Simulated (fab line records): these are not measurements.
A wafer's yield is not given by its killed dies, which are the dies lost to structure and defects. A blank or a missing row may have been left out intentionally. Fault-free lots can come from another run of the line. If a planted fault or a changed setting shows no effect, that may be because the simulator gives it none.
fab line records + flow nandHarc + part 2 of 2: steps 28 to 32 of 32
record
- lots=5
- wafers=15
- lastDay=34
route steps=1302 shown A_STAIRCASE@800
lots with no fault: from the same line, run without faults
startH: the number of hours between the record's first day and the start of the first shown wafer of the lot + waitH: hours elapsed since this lot's preceding step + " repeats the value in the row above + L1.1+2: a single row standing in for several wafers + - no value, or no start was given + * or withheld: withheld + < > ~ a bound
route shown NAME@n: NAME is a module with steps in the file, n the number in the route of the first one + usual: mean and standard deviation over wafers with no fault + same: alike in all rows + chamber/n: place in a boat + sites: each site's reading + _std_site: the values' standard deviation + _edge_site: outer sites' mean less inner sites' + radiusMm: how far each site lies from the wafer's centre + mask NAME#n: copy n + behind: the last tool/chamber to shape the wafer + hold: reason for holding the lot/hours on hold/outcome of the hold + device: names the non-switching transistor (n, p or np) + end of line: tests run on the same wafers once the route is complete + a step without rows: its recipe alone + killed: dies lost to structure and defects at the first sort, not the wafer's yield + map: dies across one wafer; x = killed, . = not, _ = none there
set.NAME: the run value of the setting; set.NAME@STEP: its run value at that earlier step + model.NAME: the simulator's own value behind a step, which no gauge read
lots seen at some steps along the route; tables by step, rows by wafer
services: the hour from which a tool's chamber was out of use, counted from the record's first day as startH (under 0 if before that day), plus the number of hours and why
## steps
# step NHARC_A_STAIRCASE_DESCUM_312
# recipe
- timeS=3
- o2FlowSccm=200
- arFlowSccm=0
- biasPowerW=0
- chemistry=O2
# usual
- drypumpMotorCurrentA=5.6/0.48
- mfcArSccm=0.002/0.0042
- oesProductAu=0.999/0.0089
- rfVppV=57.9/0.88
- showerheadPlenumPTorr=1.93/0.1
- throttleValvePct=11.312/0.0096
| lot.wafer | tool       | chamber | startH | waitH | drypumpMotorCurrentA | mfcArSccm | oesProductAu | rfHoursCounterH | rfVppV | showerheadPlenumPTorr | throttleValvePct |
|-----------|------------|---------|--------|-------|----------------------|-----------|--------------|-----------------|--------|-----------------------|------------------|
| L077.3    | rieDiel-11 | 0       | 413.01 | -     | 5.7                  | 0.016     | 0.999        | 57              | 56.5   | 1.77                  | 11.308           |
| L077.1    | "          | 2       | "      | "     | 5.8                  | 0         | 0.990        | 44              | 59.9   | 2.03                  | 11.296           |
| L077.5    | "          | 0       | "      | "     | 5.7                  | 0.016     | 0.993        | -               | 57.0   | 1.77                  | 11.319           |
| L078.1    | rieDiel-13 | 3       | 420.64 | -     | 6.4                  | 0.006     | 0.993        | 19              | 57.2   | 1.78                  | 11.323           |
| L078.5    | "          | 3       | "      | "     | 6.4                  | 0.006     | 1.005        | -               | 58.2   | 1.78                  | 11.309           |
| L078.4    | "          | 2       | "      | "     | 5.6                  | 0         | 0.988        | -               | 57.6   | 1.97                  | 11.301           |
| L079.1    | rieDiel-13 | 0       | 450.20 | -     | 6.1                  | 0         | 1.008        | 35              | 58.7   | 1.90                  | 11.316           |
| L079.3    | "          | 3       | "      | "     | 6.4                  | 0.006     | 1.004        | 33              | 58.1   | 1.77                  | 11.299           |
| L079.5    | "          | 2       | "      | "     | 5.6                  | 0         | 1.002        | -               | 57.3   | 1.97                  | 11.295           |
| L088.2    | rieDiel-04 | 3       | 522.97 | -     | 5.2                  | 0         | 0.999        | 49              | 57.0   | 1.79                  | 11.310           |
| L088.1    | "          | 1       | "      | "     | 5.0                  | 0         | 1.009        | 51              | 59.1   | 1.97                  | 11.316           |
| L088.5    | "          | 3       | "      | "     | 5.2                  | 0         | 1.008        | -               | 58.3   | 1.79                  | 11.306           |
| L097.4    | rieDiel-04 | 0       | 628.42 | -     | 6.2                  | 0         | 0.990        | 32              | 57.8   | 1.91                  | 11.316           |
| L097.1    | "          | 2       | "      | "     | 5.3                  | 0.002     | 0.991        | 18              | 57.8   | 2.07                  | 11.315           |
| L097.3    | "          | 3       | "      | "     | 5.2                  | 0         | 0.990        | 26              | 57.4   | 1.78                  | 11.314           |
# step NHARC_A_STAIRCASE_ETCH_313
# recipe
- cf4FlowSccm=100
- chf3FlowSccm=30
- arFlowSccm=0
- rfW=500
- biasW=200
- chemistry=CF4/CHF3
# usual
- chf3FlowSccm=29.99/0.094
- drypumpMotorCurrentA=5.7/0.48
- mfcArSccm=0.002/0.0042
- oesProductAu=0.934/0.019
- rfVppV=370.9/2.8
- showerheadPlenumPTorr=1.58/0.08
- throttleValvePct=16.801/0.01
| lot.wafer | tool       | chamber | startH | waitH | chf3FlowSccm | drypumpMotorCurrentA | mfcArSccm | oesProductAu | rfHoursCounterH | rfVppV | showerheadPlenumPTorr | throttleValvePct |
|-----------|------------|---------|--------|-------|--------------|----------------------|-----------|--------------|-----------------|--------|-----------------------|------------------|
| L077.1    | rieDiel-11 | 3       | 413.08 | 0.1   | 30.07        | 5.2                  | 0         | 0.937        | 52              | 375.3  | 1.67                  | 16.811           |
| L077.3    | "          | 1       | "      | "     | 30.10        | 5.7                  | 0         | 0.926        | 52              | 369.5  | 1.52                  | 16.804           |
| L077.5    | "          | 0       | "      | "     | 30.10        | 5.7                  | 0.016     | 0.933        | -               | 366.2  | 1.46                  | 16.811           |
| L078.1    | rieDiel-13 | 3       | 420.77 | 0.1   | 30.09        | 6.4                  | 0.006     | 0.971        | 19              | 366.0  | 1.47                  | 16.808           |
| L078.4    | "          | 2       | "      | "     | 30.01        | 5.6                  | 0         | 0.964        | -               | 370.7  | 1.62                  | 16.800           |
| L078.5    | "          | 3       | "      | "     | 30.16        | 6.4                  | 0.006     | 0.963        | -               | 368.1  | 1.47                  | 16.793           |
| L079.1    | rieDiel-13 | 3       | 450.32 | 0.1   | 29.99        | 6.4                  | 0.006     | 0.943        | 33              | 366.3  | 1.46                  | 16.795           |
| L079.3    | "          | 0       | "      | "     | 29.89        | 6.1                  | 0         | 0.933        | 35              | 368.8  | 1.56                  | 16.811           |
| L079.5    | "          | 3       | "      | "     | 30.03        | 6.4                  | 0.006     | 0.934        | -               | 368.0  | 1.46                  | 16.807           |
| L088.2    | rieDiel-04 | 3       | 523.06 | 0.1   | 29.99        | 5.2                  | 0         | 0.915        | 49              | 367.3  | 1.48                  | 16.809           |
| L088.1    | "          | 0       | "      | "     | 30.00        | 6.2                  | 0         | 0.917        | 50              | 370.4  | 1.58                  | 16.801           |
| L088.5    | "          | 2       | "      | "     | 30.16        | 5.3                  | 0.002     | 0.909        | -               | 366.4  | 1.46                  | 16.800           |
| L097.4    | rieDiel-04 | 1       | 628.51 | 0.1   | 30.07        | 5.0                  | 0         | 0.939        | 28              | 371.1  | 1.61                  | 16.804           |
| L097.1    | "          | 2       | "      | "     | 30.01        | 5.3                  | 0.002     | 0.933        | 18              | 374.7  | 1.70                  | 16.797           |
| L097.3    | "          | 0       | "      | "     | 29.81        | 6.3                  | 0         | 0.924        | 32              | 370.4  | 1.57                  | 16.796           |
# step NHARC_A_STAIRCASE_HM_OPEN_463
# recipe
- o2FlowSccm=400
- cosFlowSccm=20
- arFlowSccm=0
- rfW=500
- biasW=300
- chemistry=O2/COS
# usual
- cosFlowSccm=19.99/0.068
- drypumpMotorCurrentA=5.7/0.48
- mfcArSccm=0.002/0.0042
- oesProductAu=1.000/0.01
- rfVppV=467/3.4
- showerheadPlenumPTorr=3.14/0.16
- throttleValvePct=28.329/0.0091
| lot.wafer | tool       | chamber | startH | waitH | cosFlowSccm | drypumpMotorCurrentA | mfcArSccm | oesProductAu | rfHoursCounterH | rfVppV | showerheadPlenumPTorr | throttleValvePct |
|-----------|------------|---------|--------|-------|-------------|----------------------|-----------|--------------|-----------------|--------|-----------------------|------------------|
| L077.3    | rieDiel-11 | 3       | -      | -     | 19.99       | 5.2                  | 0         | 1.008        | 52              | 471    | 3.32                  | 28.332           |
| L077.1    | "          | 1       | "      | "     | 20.02       | 5.7                  | 0         | 1.023        | 52              | 465    | 3.01                  | 28.325           |
| L077.5    | "          | 3       | "      | "     | 20.15       | 5.2                  | 0         | 1.013        | -               | 472    | 3.32                  | 28.330           |
| L078.1    | rieDiel-13 | 2       | -      | -     | 19.92       | 5.6                  | 0         | 1.003        | 20              | 469    | 3.22                  | 28.339           |
| L078.4    | "          | 2       | "      | "     | 19.93       | 5.6                  | 0         | 1.010        | -               | 470    | 3.22                  | 28.339           |
| L078.5    | "          | 3       | "      | "     | 20.00       | 6.4                  | 0.006     | 1.012        | -               | 463    | 2.91                  | 28.329           |
| L079.1    | rieDiel-13 | 3       | -      | -     | 19.93       | 6.4                  | 0.006     | 1.000        | 33              | 462    | 2.90                  | 28.345           |
| L079.3    | "          | 0       | "      | "     | 20.07       | 6.1                  | 0         | 1.009        | 35              | 467    | 3.10                  | 28.335           |
| L079.5    | "          | 0       | "      | "     | 19.99       | 6.1                  | 0         | 1.004        | -               | 468    | 3.10                  | 28.333           |
| L088.1    | rieDiel-04 | 3       | -      | -     | 20.05       | 5.2                  | 0         | 0.980        | 49              | 463    | 2.93                  | 28.326           |
| L088.2    | "          | 1       | "      | "     | 20.04       | 5.0                  | 0         | 1.004        | 51              | 469    | 3.21                  | 28.333           |
| L088.5    | "          | 3       | "      | "     | 20.05       | 5.2                  | 0         | 0.999        | -               | 462    | 2.93                  | 28.335           |
| L097.3    | rieDiel-04 | 3       | -      | -     | 20.00       | 5.2                  | 0         | 1.001        | 26              | 463    | 2.92                  | 28.320           |
| L097.1    | "          | 0       | "      | "     | 20.04       | 6.3                  | 0         | 1.017        | 33              | 469    | 3.12                  | 28.328           |
| L097.4    | "          | 2       | "      | "     | 19.87       | 5.3                  | 0.002     | 1.003        | 18              | 472    | 3.36                  | 28.335           |
# step NHARC_A_STAIRCASE_STRIP_464
# recipe
- o2FlowSccm=400
- cosFlowSccm=20
- arFlowSccm=0
- biasW=0
- chemistry=O2/COS
| lot.wafer  | tool       | chamber | startH | waitH |
|------------|------------|---------|--------|-------|
| L077.1+3+5 | rieDiel-11 | 1,2,1   | -      | -     |
| L078.1+4+5 | rieDiel-13 | 3,0,2   | -      | -     |
| L079.1+3+5 | rieDiel-13 | 3,0,2   | -      | -     |
| L088.2+1+5 | rieDiel-04 | 0,1,0   | -      | -     |
| L097.4+3+1 | rieDiel-04 | 1,2,3   | -      | -     |
# step NHARC_A_STAIRCASE_ETCH_453
# recipe
- targetDepthA=300
- overetchA=30
- timeS=16.5
- ionEnergyEv=100
- cf4FlowSccm=80
- o2FlowSccm=20
- arFlowSccm=0
- rfW=300
- biasW=100
- chemistry=CF4/O2
# usual
- drypumpMotorCurrentA=5.6/0.47
- mfcArSccm=0.002/0.0042
- oesProductAu=0.999/0.01
- rfVppV=197.9/1.7
- showerheadPlenumPTorr=1.35/0.069
- throttleValvePct=13.397/0.0082
| lot.wafer | tool       | chamber | startH | waitH | drypumpMotorCurrentA | mfcArSccm | oesProductAu | rfHoursCounterH | rfVppV | showerheadPlenumPTorr | throttleValvePct |
|-----------|------------|---------|--------|-------|----------------------|-----------|--------------|-----------------|--------|-----------------------|------------------|
| L077.1    | rieDiel-11 | 0       | -      | -     | 5.7                  | 0.016     | 0.994        | 57              | 195.9  | 1.24                  | 13.398           |
| L077.3    | "          | 3       | "      | "     | 5.2                  | 0         | 1.004        | 53              | 199.8  | 1.42                  | 13.397           |
| L077.5    | "          | 0       | "      | "     | 5.7                  | 0.016     | 0.993        | -               | 195.8  | 1.24                  | 13.402           |
| L078.1    | rieDiel-13 | 0       | -      | -     | 6.1                  | 0         | 1.013        | 21              | 196.4  | 1.33                  | 13.392           |
| L078.4    | "          | 3       | "      | "     | 6.4                  | 0.006     | 1.007        | -               | 195.6  | 1.24                  | 13.407           |
| L078.5    | "          | 0       | "      | "     | 6.1                  | 0         | 1.003        | -               | 197.2  | 1.33                  | 13.410           |
| L079.3    | rieDiel-13 | 2       | -      | -     | 5.6                  | 0         | 1.003        | 33              | 198.0  | 1.37                  | 13.398           |
| L079.1    | "          | 3       | "      | "     | 6.4                  | 0.006     | 1.003        | 33              | 195.1  | 1.24                  | 13.391           |
| L079.5    | "          | 1       | "      | "     | 5.1                  | 0         | 0.994        | -               | 199.1  | 1.43                  | 13.406           |
| L088.2    | rieDiel-04 | 1       | -      | -     | 5.0                  | 0         | 1.012        | 51              | 200.1  | 1.37                  | 13.394           |
| L088.1    | "          | 2       | "      | "     | 5.3                  | 0.002     | 0.994        | 42              | 195.0  | 1.23                  | 13.396           |
| L088.5    | "          | 0       | "      | "     | 6.2                  | 0         | 1.010        | -               | 199.5  | 1.34                  | 13.409           |
| L097.3    | rieDiel-04 | 3       | -      | -     | 5.2                  | 0         | 0.992        | 26              | 195.5  | 1.25                  | 13.401           |
| L097.1    | "          | 0       | "      | "     | 6.3                  | 0         | 1.009        | 33              | 197.7  | 1.33                  | 13.390           |
| L097.4    | "          | 1       | "      | "     | 5.0                  | 0         | 1.004        | 29              | 198.2  | 1.37                  | 13.393           |
## services
| tool          | chamber | startH | hours | kind   |
|---------------|---------|--------|-------|--------|
| rieDiel-13    | 1       | 414.03 | 36.9  | repair |
| wetBench-01   | -       | 419.64 | 0.7   | repair |
| lithoTrack-07 | -       | 426.00 | 7.0   | pm     |
| rieDiel-11    | -       | 434.00 | 9.0   | pm     |
| rieDiel-04    | 2       | 445.31 | 14.7  | repair |
| lithoTrack-03 | -       | 450.01 | 7.0   | pm     |
| wetBench-01   | -       | 453.68 | 8.0   | pm     |
| lithoTrack-05 | -       | 474.00 | 7.0   | pm     |
| rieDiel-04    | -       | 498.30 | 12.0  | repair |
| rieDiel-13    | -       | 522.82 | 9.0   | pm     |
| wetBench-09   | -       | 528.80 | 8.0   | pm     |
| rieDiel-04    | -       | 534.05 | 9.0   | pm     |
| rieDiel-13    | 1       | 538.03 | 7.8   | repair |
| rieDiel-11    | 1       | 555.45 | 7.7   | repair |
| rieDiel-11    | 0       | 560.67 | 3.8   | repair |
| rieDiel-13    | 0       | 570.96 | 3.7   | repair |
| rieDiel-13    | 1       | 575.54 | 1.8   | repair |
| rieDiel-04    | 2       | 576.56 | 16.1  | repair |
| rieDiel-04    | 3       | 579.03 | 10.9  | repair |
| rieDiel-13    | 0       | 597.85 | 3.2   | repair |
| lithoTrack-07 | -       | 601.00 | 7.0   | pm     |
| rieDiel-11    | -       | 613.41 | 9.0   | pm     |
| rieDiel-13    | -       | 618.06 | 1.2   | repair |
| lithoTrack-03 | -       | 625.01 | 7.0   | pm     |
